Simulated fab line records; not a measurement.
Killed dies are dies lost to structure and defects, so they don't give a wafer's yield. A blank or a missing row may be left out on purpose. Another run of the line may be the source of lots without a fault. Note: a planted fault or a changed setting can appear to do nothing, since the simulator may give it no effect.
Matching of chambers :: flow n5 finfet :: N5_BEOL_M14_ILD_DEP_00 on pecvd-02: 3 sister chambers
The step deposits SiO2 from TEOS/O2, target thk 1119.3 nm, time 237.4 s. 3 wafers are shown with their chamber, then 8 later ones without.

## WAFERS, EACH WITH ITS CHAMBER
wafer: L081.2
chamber: 2
heater power w (W): 671

wafer: L083.4
chamber: 1
heater power w (W): 493

wafer: L086.2
chamber: 0
heater power w (W): 638

## WAFERS WITHOUT THEIR CHAMBER
wafer: L086.3
heater power w (W): 517

wafer: L086.6
heater power w (W): 508

wafer: L088.1
heater power w (W): 717

wafer: L088.4
heater power w (W): 641

wafer: L088.5
heater power w (W): 506

wafer: L089.2
heater power w (W): 596

wafer: L089.3
heater power w (W): 698

wafer: L089.6
heater power w (W): 750

## EACH ONE'S CHAMBER
wafer: L086.3
from the rows above: 1
in truth: 1

wafer: L086.6
from the rows above: 1
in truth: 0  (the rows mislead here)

wafer: L088.1
from the rows above: can't be placed: 2 or 0
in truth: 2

wafer: L088.4
from the rows above: can't be placed: 0 or 2
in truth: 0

wafer: L088.5
from the rows above: 1
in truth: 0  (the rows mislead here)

wafer: L089.2
from the rows above: can't be placed: 0 or 2 or 1
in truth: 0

wafer: L089.3
from the rows above: can't be placed: 2 or 0
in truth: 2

wafer: L089.6
from the rows above: can't be placed: 2 or 0
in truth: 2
Correctly placed: 1 of 8. Unplaceable from these rows: 5, with the true chamber sitting among the candidates in 5. Placed wrongly: 2.
How it was worked out, from the rows above alone: a wafer's distance from a chamber is the root of the sum, over the readings, of the square of ((its reading less the chamber's mean) divided by the reading's scatter). The wafer belongs to the nearest chamber; if the next one is less than 2 further off, it can't be placed. For every chamber, the mean is computed from those of its wafers that are shown. The scatter: root of mean squared gap, hidden wafer to nearest shown wafer, with one shown wafer a chamber.
